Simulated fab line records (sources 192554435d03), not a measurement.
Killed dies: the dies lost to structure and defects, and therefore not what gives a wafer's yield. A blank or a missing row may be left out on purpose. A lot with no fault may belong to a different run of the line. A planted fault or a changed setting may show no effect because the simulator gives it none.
fab line records	flow n5Finfet
record: lots: 9	wafers: 27	lastDay: 18
route steps=1938 shown FIN_SAQP@124 FIN_CUT@163 BEOL_M4@1111 PASSIVATION@1936
lots untouched by any fault: they come from a run of this same line in which no faults occurred
startH: start of the lot's first displayed wafer, in hours after the record's first day	waitH: time in hours since the lot's previous step	" repeats the value in the row above	L1.1+2: a single row standing in for several wafers	- no value present, or no start provided	* or withheld: withheld	< > ~ a bound
route shown NAME@n: NAME is a module with steps in the file, n the number in the route of the first one	usual: average and standard deviation across the fault-free wafers	same: alike in all rows	chamber/n: place in a boat	sites: the reading at each site	_std_site: standard deviation of those values	_edge_site: the outer-site mean with the inner-site mean subtracted	radiusMm: how far each site lies from the wafer's centre	mask NAME#n: copy n	behind: the last tool/chamber to shape the wafer	hold: reason for holding the lot/hours on hold/outcome of the hold	device: whichever transistor did not switch (one of n, p or np)	end of line: tests run on the same wafers once the route is complete	a step with no rows: only its recipe	killed: count of dies lost to structure and defects at first sort (not the wafer's yield)	map: dies across one wafer; x = killed, . = not, _ = none there
set.NAME: setting as actually run; set.NAME@STEP: the setting as run at that earlier step	model.NAME: the simulator's own value behind a step, which no gauge read
a sample of lots followed through the steps of the route, with each step as a table and each wafer as a row
services: the hour from which a tool's chamber was out of use, counted from the record's first day as startH (under 0 if before that day), plus the number of hours and why
== steps ==
step: N5_FIN_SAQP_RECESS_75
recipe: chemistry: HF/NH3	target: SiO2	targetDepthA: 144	afsCycles: 3	tempC: 30	sublimationTempC: 180	sublimationTimeS: 60
usual: drypumpMotorCurrentA: 5.9/0.35
lot.wafer	tool	chamber	startH	waitH	drypumpMotorCurrentA
L377.1	vaporEtch-01	1	23.42	0.0	5.6
L377.3	"	1	"	"	5.6
L377.6	"	0	"	"	5.4
L380.1	vaporEtch-01	0	42.98	0.0	5.4
L380.2	"	1	"	"	5.6
L380.4	"	1	"	"	5.6
L383.2	vaporEtch-02	0	60.41	0.0	6.3
L383.3	"	1	"	"	6.0
L383.4	"	0	"	"	6.3
L387.1	vaporEtch-02	0	83.11	0.0	6.3
L387.2	"	1	"	"	6.0
L387.5	"	1	"	"	6.0
L393.1	vaporEtch-02	0	119.92	0.0	6.3
L393.2	"	1	"	"	6.1
L393.6	"	1	"	"	6.0
L394.4	vaporEtch-01	1	126.52	0.1	5.6
L394.5	"	0	"	"	5.4
L394.6	"	1	"	"	5.6
L395.1	vaporEtch-01	0	130.54	0.0	5.5
L395.2	"	1	"	"	5.6
L395.4	"	0	"	"	5.5
L399.1	vaporEtch-02	1	154.97	0.0	6.0
L399.4	"	1	"	"	6.0
L399.5	"	1	"	"	6.0
L400.1	vaporEtch-01	1	159.68	0.0	5.6
L400.4	"	1	"	"	5.6
L400.6	"	0	"	"	5.4
step: N5_FIN_SAQP_SPACER2_ETCHBACK_29
recipe: chemistry: CHF3/O2	mode: anisotropicEtchback	target: SiO2	targetDepthA: 122	timeS: 6.1	pressureMtorr: 30	sourceW: 650	biasW: 170	Ar_flow_sccm: 200	CHF3_flow_sccm: 50	O2_flow_sccm: 5	ionEnergyEv: 200
usual: CHF3_flow_sccm: 49.99/0.16	drypumpMotorCurrentA: 5.7/0.43	oesProductAu: 0.75/0.054	rfVppV: 522/7.8	showerheadPlenumPTorr: 2.39/0.095	throttleValvePct: 18.97/0.17
lot.wafer	tool	chamber	startH	waitH	CHF3_flow_sccm	drypumpMotorCurrentA	oesProductAu	rfHoursCounterH	rfVppV	showerheadPlenumPTorr	throttleValvePct
L377.1	rieDiel-01	3	26.09	0.2	49.97	5.3	0.75	166	528	2.41	18.85
L377.3	"	2	"	"	50.06	6.3	0.72	180	525	2.49	18.80
L377.6	"	0	"	"	49.93	5.4	0.87	-	520	2.46	18.62
L380.1	rieDiel-06	2	50.21	0.3	50.21	5.6	0.73	172	527	2.30	18.83
L380.2	"	0	"	"	49.89	6.0	0.81	99	518	2.52	18.82
L380.4	"	3	"	"	49.79	5.7	0.83	89	537	2.53	18.90
L383.2	rieDiel-06	1	63.28	0.2	49.94	5.7	0.75	199	525	2.40	19.21
L383.3	"	2	"	"	50.04	5.6	0.73	176	525	2.29	18.85
L383.4	"	3	"	"	50.18	5.7	0.82	94	534	2.53	18.92
L387.1	rieDiel-05	1	86.12	0.2	50.11	6.6	0.68	232	511	2.30	19.29
L387.2	"	3	"	"	50.04	5.1	0.74	169	512	2.41	18.94
L387.5	"	2	"	"	49.64	5.4	0.70	-	532	2.31	18.97
L393.1	rieDiel-01	0	123.75	0.2	49.82	5.5	0.82	60	520	2.44	18.66
L393.2	"	3	"	"	49.68	5.3	0.73	197	527	2.40	18.88
L393.6	"	3	"	"	50.07	5.3	0.74	-	527	2.40	18.88
L394.4	rieDiel-05	0	129.29	0.3	50.06	5.3	0.76	136	517	2.23	19.13
L394.5	"	3	"	"	49.66	5.1	0.73	-	512	2.41	18.96
L394.6	"	0	"	"	49.79	5.3	0.77	-	516	2.23	19.11
L395.1	rieDiel-01	1	133.75	0.4	49.79	6.1	0.72	178	510	2.39	19.08
L395.2	"	3	"	"	49.84	5.3	0.73	200	528	2.40	18.88
L395.4	"	2	"	"	50.13	6.3	0.69	213	525	2.47	18.85
L399.1	rieDiel-01	2	157.82	0.3	50.24	6.3	0.69	222	525	2.47	18.86
L399.4	"	0	"	"	50.08	5.5	0.80	73	521	2.44	18.69
L399.5	"	3	"	"	49.93	5.3	0.73	-	529	2.39	18.89
L400.1	rieDiel-06	2	163.07	0.3	50.31	5.6	0.71	205	527	2.28	18.88
L400.4	"	1	"	"	49.78	5.7	0.72	-	524	2.39	19.26
L400.6	"	0	"	"	50.06	6.1	0.75	-	519	2.51	18.88
step: N5_FIN_SAQP_OCD_MEAS_76
usual: trenchDepthNm: 119.3/1.7
lot.wafer	tool	chamber	startH	waitH	trenchDepthNm
L377.1	ocd-01	-	26.84	0.0	118.2
L377.3	"	-	"	"	120.9
L377.6	"	-	"	"	120.0
L380.1	ocd-01	-	51.06	0.0	119.3
L380.2	"	-	"	"	122.3
L380.4	"	-	"	"	121.5
L383.2	ocd-02	-	64.03	0.0	119.9
L383.3	"	-	"	"	116.6
L383.4	"	-	"	"	117.2
L387.1	ocd-01	-	86.88	0.0	118.5
L387.2	"	-	"	"	119.8
L387.5	"	-	"	"	118.9
L393.1	ocd-01	-	124.52	0.0	117.3
L393.2	"	-	"	"	117.1
L393.6	"	-	"	"	117.9
L394.4	ocd-02	-	130.04	0.0	119.0
L394.5	"	-	"	"	118.8
L394.6	"	-	"	"	117.1
L395.1	ocd-02	-	134.55	0.0	118.8
L395.2	"	-	"	"	120.6
L395.4	"	-	"	"	121.1
L399.1	ocd-01	-	158.58	0.0	117.2
L399.4	"	-	"	"	118.6
L399.5	"	-	"	"	117.8
L400.1	ocd-02	-	163.89	0.0	122.5
L400.4	"	-	"	"	122.2
L400.6	"	-	"	"	120.8
step: N5_FIN_SAQP_INSPECT_40
recipe: inspectInstrument: brightfield	mode: aei
usual: rawDefectCount: 233/72
lot.wafer	tool	chamber	startH	waitH	rawDefectCount
L377.1	defectInspect-01	-	26.87	0.0	235
L377.3	"	-	"	"	301
L377.6	"	-	"	"	314
L380.1	defectInspect-02	-	51.09	0.0	380
L380.2	"	-	"	"	205
L380.4	"	-	"	"	340
L383.2	defectInspect-02	-	64.06	0.0	258
L383.3	"	-	"	"	233
L383.4	"	-	"	"	231
L387.1	defectInspect-01	-	86.91	0.0	168
L387.2	"	-	"	"	192
L387.5	"	-	"	"	186
L393.1	defectInspect-02	-	124.55	0.0	265
L393.2	"	-	"	"	266
L393.6	"	-	"	"	202
L394.4	defectInspect-01	-	130.07	0.0	191
L394.5	"	-	"	"	189
L394.6	"	-	"	"	154
L395.1	defectInspect-01	-	134.58	0.0	259
L395.2	"	-	"	"	1025
L395.4	"	-	"	"	141
L399.1	defectInspect-02	-	158.61	0.0	286
L399.4	"	-	"	"	285
L399.5	"	-	"	"	223
L400.1	defectInspect-02	-	163.92	0.0	1065
L400.4	"	-	"	"	1068
L400.6	"	-	"	"	239
step: N5_FIN_CUT_CD_MEAS_08
recipe: targetCdNm: 29.1	landingEnergyEv: 500	detector: seInlens	polarity: opening
usual: cdNm: 29.14/0.27
same: landingEnergyEv: 500
lot.wafer	tool	chamber	startH	waitH	cdNm
L377.1	cdSem-02	0	27.23	-	29.10
L377.3	"	0	"	"	29.06
L377.6	"	0	"	"	29.35
L380.1	cdSem-01	0	51.51	-	28.90
L380.2	"	0	"	"	28.91
L380.4	"	0	"	"	29.26
L383.2	cdSem-03	0	64.36	-	29.08
L383.3	"	0	"	"	29.03
L383.4	"	0	"	"	29.61
L387.1	cdSem-03	0	87.34	-	29.54
L387.2	"	0	"	"	29.53
L387.5	"	0	"	"	29.18
L393.1	cdSem-03	0	124.98	-	29.13
L393.2	"	0	"	"	29.13
L393.6	"	0	"	"	29.16
L394.4	cdSem-03	0	130.50	-	28.62
L394.5	"	0	"	"	28.96
L394.6	"	0	"	"	28.57
L395.1	cdSem-03	0	134.88	-	28.98
L395.2	"	0	"	"	29.29
L395.4	"	0	"	"	29.37
L399.1	cdSem-01	0	159.04	-	29.11
L399.4	"	0	"	"	29.44
L399.5	"	0	"	"	29.72
L400.1	cdSem-01	0	164.35	-	29.61
L400.4	"	0	"	"	29.38
L400.6	"	0	"	"	29.34
step: N5_FIN_CUT_INSPECT_10
recipe: mode: adi	inspectInstrument: brightfield
usual: rawDefectCount: 43/13
lot.wafer	tool	chamber	startH	waitH	rawDefectCount
L377.1	defectInspect-02	-	27.31	0.1	49
L377.3	"	-	"	"	53
L377.6	"	-	"	"	67
L380.1	defectInspect-02	-	51.61	0.1	60
L380.2	"	-	"	"	40
L380.4	"	-	"	"	72
L383.2	defectInspect-02	-	64.45	0.0	50
L383.3	"	-	"	"	33
L383.4	"	-	"	"	57
L387.1	defectInspect-01	-	87.42	0.1	41
L387.2	"	-	"	"	32
L387.5	"	-	"	"	31
L393.1	defectInspect-02	-	125.07	0.1	41
L393.2	"	-	"	"	45
L393.6	"	-	"	"	36
L394.4	defectInspect-02	-	130.59	0.0	43
L394.5	"	-	"	"	50
L394.6	"	-	"	"	38
L395.1	defectInspect-02	-	134.97	0.1	59
L395.2	"	-	"	"	884
L395.4	"	-	"	"	28
L399.1	defectInspect-02	-	159.12	0.1	38
L399.4	"	-	"	"	59
L399.5	"	-	"	"	40
L400.1	defectInspect-01	-	164.44	0.1	845
L400.4	"	-	"	"	852
L400.6	"	-	"	"	33
step: N5_BEOL_M4_RC_MEAS_101
usual: DIBL_N: 35.9/1.4	DIBL_P: 35.9/1.7	IOFF_N: 0.160/0.026	IOFF_P: 0.21/0.036	ION_N: 672/11	ION_P: 461/8.1	SS_N: 71.4/0.54	SS_P: 73.2/0.67	VT_N: 249.3/2.7	VT_P: -250/3.9
lot.wafer	tool	chamber	startH	waitH	DIBL_N[mV/V]	DIBL_P[mV/V]	IOFF_N[nA/um]	IOFF_P[nA/um]	ION_N[uA/um]	ION_P[uA/um]	SS_N[mV/dec]	SS_P[mV/dec]	VT_N[mV]	VT_P[mV]
L377.1	prober-01	0	161.63	0.0	35.5	35.6	0.172	0.26	685	473	71.3	73.5	250.0	-243
L377.3	"	0	"	"	34.1	33.7	0.148	0.23	678	478	71.3	73.0	248.9	-246
L377.6	"	0	"	"	34.8	34.4	0.159	0.24	681	474	71.0	72.9	248.9	-244
L380.1	prober-02	0	196.80	0.0	36.3	36.2	0.161	0.22	674	462	71.1	74.1	249.6	-247
L380.2	"	0	"	"	38.0	39.1	0.208	0.28	682	465	72.0	73.7	246.3	-248
L380.4	"	0	"	"	36.7	35.7	0.169	0.21	674	454	71.8	73.2	250.4	-247
L383.2	prober-01	0	197.59	0.2	35.8	37.4	0.168	0.24	689	473	71.4	73.3	248.0	-249
L383.3	"	0	"	"	37.2	38.3	0.183	0.24	681	463	71.7	73.6	246.9	-247
L383.4	"	0	"	"	35.4	36.6	0.158	0.21	666	459	70.7	73.8	249.3	-252
L387.1	prober-02	0	230.17	0.0	35.7	35.9	0.157	0.21	667	456	71.3	73.0	250.1	-247
L387.2	"	0	"	"	34.4	34.8	0.137	0.20	666	463	70.3	73.0	248.8	-248
L387.5	"	0	"	"	33.6	33.0	0.122	0.17	648	452	71.2	71.8	253.3	-251
L394.4	prober-02	0	261.40	0.5	37.7	38.0	0.194	0.29	690	478	71.5	73.4	245.4	-244
L394.5	"	0	"	"	38.6	38.5	0.223	0.30	675	467	71.7	74.1	243.9	-244
L394.6	"	0	"	"	36.4	36.7	0.178	0.26	681	474	71.2	72.9	244.9	-244
L393.1	prober-01	0	265.84	0.0	36.9	35.9	0.178	0.21	678	461	72.2	73.9	247.4	-249
L393.2	"	0	"	"	35.4	34.5	0.158	0.20	664	453	72.0	72.6	249.4	-252
L393.6	"	0	"	"	35.4	34.0	0.147	0.18	662	445	71.9	73.1	252.3	-254
L395.1	prober-01	0	276.40	0.0	37.8	38.4	0.207	0.23	679	458	72.8	73.4	246.9	-248
L395.2	"	0	"	"	34.7	34.8	0.137	0.18	658	456	71.4	72.3	250.4	-252
L395.4	"	0	"	"	37.3	38.4	0.178	0.23	672	459	72.2	74.3	245.6	-248
L399.1	prober-01	0	309.69	0.0	36.2	37.0	0.186	0.23	670	458	72.1	73.9	245.1	-248
L399.4	"	0	"	"	35.4	37.1	0.171	0.22	690	465	71.6	74.4	248.0	-250
L399.5	"	0	"	"	34.2	34.5	0.136	0.18	660	451	71.1	72.8	251.7	-253
L400.1	prober-02	0	316.26	0.0	36.1	36.2	0.149	0.18	665	456	71.0	72.9	252.6	-253
L400.4	"	0	"	"	35.0	35.4	0.136	0.17	678	459	70.9	73.7	253.1	-255
L400.6	"	0	"	"	38.2	39.4	0.190	0.24	675	462	71.5	74.2	249.5	-248
step: N5_PASSIVATION_PROBE_49
usual: defectLimitedYield: 90.9/1.5	killed_at_M0_to_M3: 35/10	killed_at_M4_up: 14/5.2	killedAtContacts: 13/7.3	killedAtFrontEnd: 42/12	killedAtOther: 3.4/2.5	killedDies: 108/18	killedOpen: 70/13	killedShort: 35/8	sort_bin_5_function: 5.4/1	sort_bin_6_memory: 3.4/0.71	sort_bin_8_speed: 0.00/0.0099	sortNPass: 1072/18	sortYieldPct: 90.9/1.5
same: grossDies: 1180	killedAtBackSide: 0	sort_bin_4_leakage[%]: 0
lot.wafer	tool	chamber	startH	waitH	defectLimitedYield[%]	killed_at_M0_to_M3	killed_at_M4_up	killedAtContacts	killedAtFrontEnd	killedAtOther	killedDies	killedOpen	killedShort	sort_bin_5_function[%]	sort_bin_6_memory[%]	sort_bin_8_speed[%]	sortNPass	sortYieldPct[%]
L377.1	prober-02	-	273.68	0.0	93.1	25	12	11	28	6	82	49	32	3.3	3.3	0	1098	93.1
L377.3	prober-02	-	273.78	0.1	92.8	18	16	14	33	4	85	57	26	4.9	1.9	0	1095	92.8
L377.6	prober-02	-	273.93	0.3	91.5	19	23	10	42	6	100	70	24	4.9	3.2	0	1080	91.5
L383.2	prober-01	-	299.93	0.1	92.5	46	9	9	21	3	88	45	41	4.4	2.5	0	1092	92.5
L383.3	prober-01	-	299.98	0.1	91.3	49	14	10	29	1	103	65	38	4.7	3.6	0	1077	91.3
L383.4	prober-01	-	300.03	0.2	92.6	48	13	4	20	2	87	54	32	4.3	2.8	0	1093	92.6
L394.5	prober-02	-	367.22	0.2	90.7	55	16	5	34	0	110	62	45	6.2	2.7	0	1070	90.7
L393.1	prober-02	-	376.57	0.0	89.1	48	25	11	39	6	129	86	43	6.2	4.1	0	1051	89.1
L393.2	prober-02	-	376.62	0.1	90.9	39	14	19	32	3	107	77	29	5.3	3.4	0	1073	90.9
L393.6	prober-02	-	376.82	0.3	90.3	53	14	14	32	2	115	71	43	5.8	3.3	0	1065	90.3
L395.1	prober-02	-	381.99	0.0	91.2	33	11	10	44	6	104	81	22	5.3	3.1	0	1076	91.2
L395.2	prober-02	-	382.04	0.1	81.8	29	10	12	162	2	215	53	22	11.9	3.7	0	965	81.8
L395.4	prober-02	-	382.14	0.2	91.4	30	20	10	40	2	102	62	38	5.3	3.2	0	1078	91.4
L400.1	prober-02	-	429.93	0.0	80.5	31	6	12	178	3	230	64	27	12.2	3.9	0	950	80.5
L400.4	prober-02	-	430.08	0.2	79.6	32	12	18	178	1	241	66	33	13.7	4.7	0.08	939	79.6
L400.6	prober-02	-	430.18	0.3	88.5	36	17	42	36	5	136	94	41	7.5	3.8	0	1044	88.5
killed by level:class
L377.1 MOL_CONTACT_COAG:geometricParticle:open=7 BEOL_M3:geometricParticle:open=7 FIN_SAQP:geometricParticle:short=6 BEOL_M0_SAQP:geometricParticle:short=6 BEOL_M1:geometricParticle:open=5 STI_FIN_REVEAL:geometricParticle:open=4 ILD0:geometricParticle:open=4 MOL_CONTACT_COAG:geometricParticle:short=4
L377.3 MOL_CONTACT_COAG:geometricParticle:open=14 BEOL_M4:geometricParticle:open=13 GATE_CUT:geometricParticle:short=7 FIN_SAQP:geometricParticle:open=6 FIN_SAQP:geometricParticle:short=5 BEOL_M0_SAQP:geometricParticle:open=4 BEOL_M0_SAQP:geometricParticle:short=4 ILD0:geometricParticle:short=3
L377.6 FIN_SAQP:geometricParticle:open=17 BEOL_M4:geometricParticle:open=17 MOL_CONTACT_COAG:geometricParticle:open=6 BEOL_M0_SAQP:geometricParticle:open=5 FIN_SAQP:geometricParticle:short=4 BEOL_M3:geometricParticle:open=4 STARTING-WAFER:geometricParticle:open=4 BEOL_M0:geometricParticle:open=3
L383.2 BEOL_M0_SAQP:geometricParticle:short=16 BEOL_M0_SAQP:geometricParticle:open=11 FIN_SAQP:geometricParticle:short=6 MOL_CONTACT_COAG:geometricParticle:open=6 BEOL_M3:geometricParticle:open=6 FIN_SAQP:geometricParticle:open=3 STI_FIN_REVEAL:geometricParticle:open=3 BEOL_M4:geometricParticle:open=3
L383.3 BEOL_M0_SAQP:geometricParticle:open=15 BEOL_M0_SAQP:geometricParticle:short=12 BEOL_M2:geometricParticle:open=11 BEOL_M5:geometricParticle:open=7 STI_FIN_REVEAL:geometricParticle:open=6 MOL_CONTACT_COAG:geometricParticle:short=5 MOL_CONTACT_COAG:geometricParticle:open=5 FIN_SAQP:geometricParticle:short=4
L383.4 BEOL_M0_SAQP:geometricParticle:short=13 BEOL_M0_SAQP:geometricParticle:open=10 BEOL_M4:geometricParticle:open=7 BEOL_M1:geometricParticle:open=6 BEOL_M3:geometricParticle:open=6 STARTING-WAFER:geometricParticle:open=6 BEOL_M3:geometricParticle:short=5 DUMMY_GATE:geometricParticle:open=4
L394.5 BEOL_M0_SAQP:geometricParticle:open=15 BEOL_M0_SAQP:geometricParticle:short=11 FIN_SAQP:geometricParticle:short=8 BEOL_M2:geometricParticle:open=8 BEOL_M0:geometricParticle:open=7 DUMMY_GATE:geometricParticle:open=6 DUMMY_GATE:geometricParticle:short=5 BEOL_M2:geometricParticle:short=5
L393.1 BEOL_M4:geometricParticle:open=22 BEOL_M0_SAQP:geometricParticle:short=12 BEOL_M1:geometricParticle:open=11 STI_FIN_REVEAL:geometricParticle:open=10 BEOL_M0_SAQP:geometricParticle:open=9 MOL_CONTACT_COAG:geometricParticle:open=7 DUMMY_GATE:geometricParticle:open=5 BEOL_M3:geometricParticle:open=5
L393.2 MOL_CONTACT_COAG:geometricParticle:open=12 BEOL_M4:geometricParticle:open=12 BEOL_M0_SAQP:geometricParticle:open=10 BEOL_M1:geometricParticle:open=9 FIN_SAQP:geometricParticle:open=8 MOL_CONTACT_COAG:geometricParticle:short=6 BEOL_M0_SAQP:geometricParticle:short=6 FIN_SAQP:geometricParticle:short=5
L393.6 BEOL_M0_SAQP:geometricParticle:open=15 BEOL_M0_SAQP:geometricParticle:short=14 MOL_CONTACT_COAG:geometricParticle:open=10 BEOL_M2:geometricParticle:open=9 FIN_SAQP:geometricParticle:open=8 BEOL_M1:geometricParticle:open=6 BEOL_M4:geometricParticle:open=6 FIN_SAQP:geometricParticle:short=5
L395.1 FIN_SAQP:geometricParticle:open=10 MOL_CONTACT_COAG:geometricParticle:open=10 BEOL_M1:geometricParticle:open=9 STI_FIN_REVEAL:geometricParticle:open=8 DUMMY_GATE:geometricParticle:open=6 GATE_CUT:geometricParticle:short=6 BEOL_M0_SAQP:geometricParticle:open=6 BEOL_M2:geometricParticle:open=5
L395.2 FIN_SAQP:unspecified=139 MOL_CONTACT_COAG:geometricParticle:open=9 BEOL_M2:geometricParticle:open=8 BEOL_M3:geometricParticle:open=7 GATE_CUT:geometricParticle:open=5 BEOL_M0:geometricParticle:open=5 BEOL_M4:geometricParticle:open=5 FIN_SAQP:geometricParticle:short=4
L395.4 MOL_CONTACT_COAG:geometricParticle:open=8 GATE_CUT:geometricParticle:short=7 BEOL_M5:geometricParticle:open=6 FIN_SAQP:geometricParticle:short=5 STI_FIN_REVEAL:geometricParticle:open=5 DUMMY_GATE:geometricParticle:open=5 STARTING-WAFER:geometricParticle:short=5 BEOL_M1:geometricParticle:open=4
L400.1 FIN_SAQP:unspecified=139 STI_FIN_REVEAL:geometricParticle:open=16 BEOL_M0_SAQP:geometricParticle:open=11 BEOL_M0_SAQP:geometricParticle:short=11 MOL_CONTACT_COAG:geometricParticle:open=10 FIN_SAQP:geometricParticle:open=7 BEOL_M3:geometricParticle:open=5 GATE_CUT:geometricParticle:short=3
L400.4 FIN_SAQP:unspecified=140 MOL_CONTACT_COAG:geometricParticle:open=18 FIN_SAQP:geometricParticle:open=10 STI_FIN_REVEAL:geometricParticle:open=8 BEOL_M0_SAQP:geometricParticle:short=8 BEOL_M0:geometricParticle:open=7 BEOL_M0_SAQP:geometricParticle:open=4 FIN_SAQP:geometricParticle:short=3
L400.6 MOL_CONTACT_COAG:geometricParticle:open=38 STI_FIN_REVEAL:geometricParticle:open=13 BEOL_M0_SAQP:geometricParticle:short=11 BEOL_M0_SAQP:geometricParticle:open=8 FIN_SAQP:geometricParticle:open=6 BEOL_M2:geometricParticle:open=5 BEOL_M4:geometricParticle:open=5 FIN_SAQP:geometricParticle:short=4
== services ==
tool	chamber	startH	hours	kind
rieDiel-05	1	35.97	1.5	repair
rieDiel-01	-	38.30	0.8	repair
rieDiel-01	-	39.22	13.9	repair
rieDiel-06	2	130.51	8.3	repair
rieDiel-05	1	139.24	-	clean
rieDiel-05	1	139.24	-	consumableReplace:focusRing
rieDiel-05	1	139.24	-	consumableReplace:showerhead
rieDiel-05	1	139.24	12.1	scheduledDown
rieDiel-05	1	139.24	12.1	ventCycle
rieDiel-06	3	159.99	6.8	repair
== key ==
firstSign: step: N5_FIN_SAQP_INSPECT_40	reading: rawDefectCount	direction: up	sigmas: 11	usual: 233	struck: 1053
effect: step: N5_FIN_CUT_INSPECT_10	reading: rawDefectCount	direction: up	sigmas: 61	usual: 43	struck: 860
effect: step: N5_PASSIVATION_PROBE_49	reading: killedAtFrontEnd	direction: up	sigmas: 11	usual: 42	struck: 173
moreKillsBornAt: N5_FIN_SAQP_RECESS_75@vaporEtch-01: 418
metAt N5_FIN_SAQP_RECESS_75
struckLots L395,L400
struckWafers L395.2,L400.1,L400.4
notActingAt N5_FIN_SAQP_SPACER2_ETCHBACK_29,N5_FIN_SAQP_OCD_MEAS_76,N5_FIN_CUT_CD_MEAS_08
onsetBetween 126.52 130.54
fault: kind: chamberParticleSource	tool: vaporEtch-01	chamber: 1	onsetH: 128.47	steps: N5_FIN_SAQP_RECESS_75	ratePerVisitCm2: 1.2861	endH: 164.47
